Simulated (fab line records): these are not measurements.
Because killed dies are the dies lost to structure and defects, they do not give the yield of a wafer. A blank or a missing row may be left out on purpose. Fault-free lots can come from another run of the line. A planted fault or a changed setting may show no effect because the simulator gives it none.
A struck lot beside a sound one ; flow nand-harc ; 14 steps out of a route of 1302
Sound: wafers L439.2, L439.5, L439.6. Struck: wafer L433.5 (L433.1, L433.2, from the same lot, were not struck and are left out); the cause is given at the end.
For every step that has rows: the tool of each side, followed by ch and its chambers, followed by its first start. Under that, the readings that differ: sound wafers ; struck wafers ; difference of the means ; sigmas: that difference in standard deviations of wafers without a fault.
alike: readings with means less than 2 such deviations apart, plus words and numbers identical on both sides. not compared: withheld readings, readings lacking a value on some wafer, bounds such as >300 that could conceal the same value, and numbers that have no deviation in the record and whose values overlap.
Wherever a step has rows on one side only, a row that says differs or no value, or a row with sigmas, the two part there. Non-overlapping numbers with no deviation appear without sigmas and do not part them. A reading that every wafer of one side lacks parts them only if that side has two wafers or more.

first, 7 steps without rows for these wafers: NHARC_P_BONDPAD_COAT_36 (time 65 s); NHARC_P_BONDPAD_COAT_03 (resist thk 600 nm); NHARC_P_BONDPAD_SOFTBAKE_04 (time 70 s); NHARC_P_BONDPAD_EBR_05; NHARC_P_BONDPAD_EXPOSE_06 (exposes mask P BPAD); NHARC_P_BONDPAD_PEB_07 (peb time 80 s); NHARC_P_BONDPAD_DEVELOP_08 (time 50 s).
NHARC_P_BONDPAD_CD_MEAS_09: the cd target is 500 nm.
  sound on cd-sem-03 ch 0, day 14 23:10; struck on cd-sem-01 ch 0, day 12 17:54
  alike: cd-nm
NHARC_P_BONDPAD_OVL_MEAS_38:
  struck on overlay-01, day 12 17:59; sound on overlay-02, day 14 23:15
  alike: overlay-x-nm, overlay-y-nm
then, 1 step without rows for these wafers: NHARC_P_BONDPAD_HARDBAKE_10 (time 65 s).
NHARC_P_BONDPAD_DESCUM_11: chemistry O2, time 3 s.
  sound on rie-diel-09 ch 0,1,3, day 14 23:23; struck on rie-diel-11 ch 2, day 12 18:07
  alike: drypump-motor-current-A, oes-product-au, rf-vpp-V, showerhead-plenum-p-Torr, throttle-valve-pct
  not compared: rf-hours-counter-h
NHARC_P_BONDPAD_ETCH_37: etches the open film in N2/H2, target depth 60 nm, overetch 18 nm, time 65.91 s.
  sound on rie-diel-09 ch 1,2, day 14 23:28; struck on rie-diel-11 ch 3, day 12 18:11
  alike: drypump-motor-current-A, oes-product-au, rf-vpp-V, run-length-s, showerhead-plenum-p-Torr, throttle-valve-pct
  not compared: rf-hours-counter-h
NHARC_P_BONDPAD_ETCH_12: etches the open film in CHF3/O2, target depth 200 nm, time 100 s.
  sound on rie-diel-09 ch 1,2,3, day 14 23:34; struck on rie-diel-11 ch 0, day 12 18:18
reading;sound;struck;difference;sigmas
run-length-s (s);120.8 120.8 121.4;106.8;-14.2;-34
  alike: drypump-motor-current-A, oes-product-au, rf-vpp-V, showerhead-plenum-p-Torr, throttle-valve-pct
  not compared: rf-hours-counter-h
NHARC_P_BONDPAD_CD_MEAS_13:
  struck on cd-sem-02, day 12 18:25; sound on cd-sem-01, day 14 23:41
  alike: cd-nm

WHERE THEY PART
Within this record, at NHARC_P_BONDPAD_ETCH_12 only. Later steps at which nothing parts them and some readings are alike: NHARC_P_BONDPAD_CD_MEAS_13.

WHY: what had been put in by the simulator
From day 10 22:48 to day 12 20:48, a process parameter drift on rie-diel-11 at NHARC_P_BONDPAD_ETCH_12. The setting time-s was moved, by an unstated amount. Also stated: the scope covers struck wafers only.
